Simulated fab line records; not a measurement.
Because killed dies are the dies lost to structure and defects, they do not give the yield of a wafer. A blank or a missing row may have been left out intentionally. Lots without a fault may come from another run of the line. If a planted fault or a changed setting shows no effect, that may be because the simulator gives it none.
Which tool is to blame? -- flow nandHarc -- 24 lots, 72 wafers sampled, at 4 steps of a route of 1159

== WHAT THE GAUGES READ, wafer by wafer ==
NHARC_A_BLC_CD_MEAS_19. Usual: cdNm reads 98.6 nm (standard deviation 2.8).
lot,measured,on,cdNm (nm),flag
L075,day 17 17:04,cdSem-01,100.7 91.9 100.4,
L074,day 17 18:01,cdSem-01,100.6 100.2 94.9,
L076,day 17 21:46,cdSem-03,101.4 98.8 98.1,
L077,day 17 23:04,cdSem-01,102.6 106.5 104.6,
L078,day 18 06:26,cdSem-01,95.4 99.6 97.2,
L079,day 18 15:40,cdSem-03,100.3 102.5 99.4,
L080,day 18 22:43,cdSem-03,106.5 94.3 102.3,
L081,day 19 06:08,cdSem-02,98.0 102.9 94.4,
L082,day 19 14:37,cdSem-03,97.6 98.3 96.1,
L083,day 19 15:45,cdSem-02,95.8 103.0 96.6,
L084,day 19 17:29,cdSem-03,98.0 99.4 96.6,
L085,day 19 23:59,cdSem-01,99.5 101.1 97.4,
L086,day 20 06:37,cdSem-01,98.6 97.9 95.7,
L088,day 20 08:11,cdSem-02,105.0 98.5 96.7,
L087,day 20 09:44,cdSem-02,96.4 95.0 100.2,
L089,day 22 01:59,cdSem-01,97.3 92.8 95.3,
L092,day 22 02:44,cdSem-01,97.8 103.3 99.2,
L090,day 22 03:30,cdSem-03,96.7 100.0 96.4,
L091,day 22 04:14,cdSem-01,101.8 96.4 103.2,
L093,day 22 07:59,cdSem-02,94.7 101.5 96.0,
L094,day 22 14:08,cdSem-03,100.4 98.9 98.0,
L096,day 22 15:43,cdSem-03,100.1 98.7 94.9,
L095,day 22 21:59,cdSem-03,99.1 97.1 100.3,
L097,day 23 08:21,cdSem-01,96.6 101.8 102.3,

NHARC_A_M1_INSPECT_11. Usual: rawDefectCount reads 32 (standard deviation 16).
lot,measured,on,rawDefectCount,flag
L075,day 18 02:53,defectInspect-02,20 16 11,
L074,day 18 03:20,defectInspect-01,26 27 22,
L076,day 18 05:25,defectInspect-01,6 9 12,
L077,day 18 06:02,defectInspect-02,30 19 29,
L078,day 18 19:16,defectInspect-01,32 23 24,
L079,day 18 22:43,defectInspect-01,23 22 21,
L080,day 19 08:22,defectInspect-01,41 49 39,
L081,day 19 13:16,defectInspect-02,14 5 13,
L082,day 20 02:20,defectInspect-01,17 16 17,
L083,day 20 03:10,defectInspect-02,32 47 48,
L084,day 20 06:08,defectInspect-01,40 26 31,
L085,day 20 11:04,defectInspect-01,34 34 36,
L086,day 20 13:35,defectInspect-01,32 33 25,
L088,day 20 15:54,defectInspect-02,39 46 51,
L087,day 20 20:58,defectInspect-02,44 44 45,
L089,day 22 10:04,defectInspect-01,57 60 70,
L092,day 22 10:35,defectInspect-01,52 52 52,
L090,day 22 10:56,defectInspect-01,16 8 14,
L091,day 22 11:20,defectInspect-02,19 26 23,
L093,day 22 18:26,defectInspect-01,9 12 13,
L094,day 23 01:25,defectInspect-02,31 38 44,
L096,day 23 04:47,defectInspect-01,25 19 21,
L095,day 23 10:30,defectInspect-02,40 36 38,
L097,day 23 17:46,defectInspect-01,67 60 55,

== EACH LOT AND THE TOOL THAT RAN IT (in order: tool; ch and the chambers of the sampled wafers; start) ==
lot,NHARC_A_BLC_CVD_24,NHARC_A_M0_DESCUM_14
L075,"cvdW-02 ch 0,1, day 17 22:53 or earlier","rieDiel-08 ch 2,3, day 17 22:53"
L074,"cvdW-02 ch 0,1, day 17 23:19 or earlier","rieDiel-08 ch 0,2,3, day 17 23:19"
L076,"cvdW-02 ch 0,1, day 18 00:50 or earlier","rieDiel-12 ch 2,3, day 18 00:50"
L077,"cvdW-02 ch 0,1, day 18 02:01 or earlier","rieDiel-10 ch 0,1, day 18 02:01"
L078,"cvdW-01 ch 0,1, day 18 15:16 or earlier","rieDiel-08 ch 0,1,2, day 18 15:16"
L079,"cvdW-01 ch 0,1, day 18 18:46 or earlier","rieDiel-08 ch 0,2, day 18 18:46"
L080,"cvdW-01 ch 0,1, day 19 03:39 or earlier","rieDiel-08 ch 0,1,3, day 19 03:39"
L081,"cvdW-02 ch 0,1, day 19 09:16 or earlier","rieDiel-12 ch 2,3, day 19 09:16"
L082,"cvdW-01 ch 0,1, day 19 22:04 or earlier","rieDiel-12 ch 1,2,3, day 19 22:04"
L083,"cvdW-01 ch 0,1, day 19 22:36 or earlier","rieDiel-10 ch 0,1,2, day 19 22:36"
L084,"cvdW-01 ch 0,1, day 20 02:04 or earlier","rieDiel-10 ch 0,1,2, day 20 02:04"
L085,"cvdW-01 ch 1, day 20 06:59 or earlier","rieDiel-12 ch 0,3, day 20 06:59"
L086,"cvdW-01 ch 1, day 20 09:43 or earlier","rieDiel-08 ch 0,2,3, day 20 09:43"
L088,"cvdW-02 ch 0,1, day 20 11:14 or earlier","rieDiel-08 ch 1,2,3, day 20 11:14"
L087,"cvdW-02 ch 0,1, day 20 16:56 or earlier","rieDiel-10 ch 0,1, day 20 16:56"
L089,"cvdW-01 ch 0,1, day 22 06:11 or earlier","rieDiel-08 ch 0,2,3, day 22 06:11"
L092,"cvdW-01 ch 0,1, day 22 06:36 or earlier","rieDiel-10 ch 1,2,3, day 22 06:36"
L090,"cvdW-02 ch 0,1, day 22 06:51 or earlier","rieDiel-08 ch 0,2,3, day 22 06:51"
L091,"cvdW-02 ch 0,1, day 22 07:20 or earlier","rieDiel-10 ch 2,3, day 22 07:20"
L093,"cvdW-01 ch 0,1, day 22 14:20 or earlier","rieDiel-08 ch 1,3, day 22 14:20"
L094,"cvdW-02 ch 0,1, day 22 20:41 or earlier","rieDiel-10 ch 0,1,2, day 22 20:41"
L096,"cvdW-02 ch 0,1, day 23 00:55 or earlier","rieDiel-12 ch 0,1,3, day 23 00:55"
L095,"cvdW-02 ch 0,1, day 23 06:31 or earlier","rieDiel-08 ch 1,2,3, day 23 06:31"
L097,"cvdW-02 ch 0,1, day 23 13:39 or earlier","rieDiel-08 ch 1,2, day 23 13:39"
- NHARC_A_BLC_CVD_24: deposits W, target thk 150 nm, time 434 s.
- NHARC_A_M0_DESCUM_14: chemistry O2, time 3 s.

== AS READ BY THE TOOLS THEMSELVES (means over the sampled wafers that have a number; for cases with no such wafer, the mark the record gives instead) ==
NHARC_A_BLC_CVD_24. Usual: heaterPowerW 448 W, standard deviation 25; throttleValvePct 8.01 %, standard deviation 0.27.
lot,tool,heaterPowerW (W),throttleValvePct (%),flag
L075,cvdW-02,452,8.00,
L074,cvdW-02,452,7.96,
L076,cvdW-02,463,8.09,
L077,cvdW-02,456,7.85,
L078,cvdW-01,452,7.84,
L079,cvdW-01,457,7.97,
L080,cvdW-01,458,7.95,
L081,cvdW-02,458,8.08,
L082,cvdW-01,457,7.77,
L083,cvdW-01,454,7.98,
L084,cvdW-01,433,8.03,
L085,cvdW-01,409,8.27,
L086,cvdW-01,410,8.25,
L088,cvdW-02,461,8.00,
L087,cvdW-02,457,8.09,
L089,cvdW-01,432,7.75,
L092,cvdW-01,437,7.73,
L090,cvdW-02,458,8.03,
L091,cvdW-02,457,8.16,
L093,cvdW-01,431,7.76,
L094,cvdW-02,450,8.04,
L096,cvdW-02,459,8.10,
L095,cvdW-02,454,8.30,
L097,cvdW-02,462,8.01,

NHARC_A_M0_DESCUM_14. Usual: drypumpMotorCurrentA 5.7 A, standard deviation 0.5; oesProductAu 1.000 a.u., standard deviation 0.015; rfVppV 57.8 V, standard deviation 0.9; showerheadPlenumPTorr 1.92 Torr, standard deviation 0.069; throttleValvePct 11.311 %, standard deviation 0.0095.
lot,tool,drypumpMotorCurrentA (A),oesProductAu (a.u.),rfVppV (V),showerheadPlenumPTorr (Torr),throttleValvePct (%),flag
L075,rieDiel-08,5.8,1.004,57.8,1.91,11.309,
L074,rieDiel-08,5.9,0.988,57.7,1.94,11.308,
L076,rieDiel-12,5.8,1.002,57.3,1.88,11.304,
L077,rieDiel-10,5.1,0.982,57.9,1.94,11.304,
L078,rieDiel-08,5.7,0.994,58.2,1.90,11.315,
L079,rieDiel-08,5.8,1.008,57.5,1.94,11.319,
L080,rieDiel-08,5.8,0.998,58.7,1.90,11.307,
L081,rieDiel-12,5.8,0.991,57.3,1.88,11.308,
L082,rieDiel-12,5.8,1.000,58.1,1.93,11.310,
L083,rieDiel-10,5.8,0.993,57.3,1.94,11.311,
L084,rieDiel-10,5.8,0.981,56.7,1.94,11.315,
L085,rieDiel-12,5.9,1.024,58.1,1.98,11.313,
L086,rieDiel-08,5.9,0.993,57.9,1.93,11.309,
L088,rieDiel-08,5.7,1.011,56.8,1.87,11.316,
L087,rieDiel-10,5.5,1.004,57.7,1.91,11.307,
L089,rieDiel-08,5.9,0.999,57.7,1.93,11.316,
L092,rieDiel-10,5.8,0.989,58.8,1.97,11.309,
L090,rieDiel-08,5.9,1.005,57.9,1.93,11.308,
L091,rieDiel-10,6.4,0.998,58.3,1.96,11.305,
L093,rieDiel-08,5.8,0.989,57.2,1.86,11.312,
L094,rieDiel-10,5.8,0.995,56.8,1.94,11.319,
L096,rieDiel-12,6.0,1.015,58.9,1.97,11.312,
L095,rieDiel-08,5.7,1.011,57.9,1.87,11.312,
L097,rieDiel-08,5.4,1.007,56.7,1.83,11.309,

== THE ANSWER, worked out from the rows above alone ==
Rule: lot off if the mean of its wafers having a number is beyond 3 standard deviations from the usual mean. Also off: a lot with no number at a reading for which 4 or more lots have one. Any other lot the step has rows for is counted as sound. First the gauges in route order, then the tools' own readings, where a lot's mean is used as printed above. At the first step where some lot is off, the reading lying furthest off is the one used; lots without a number count as furthest.
Nothing can be told from this: no lot is off at any reading shown.

== WHAT HAD BEEN PUT IN BY THE SIMULATOR ==
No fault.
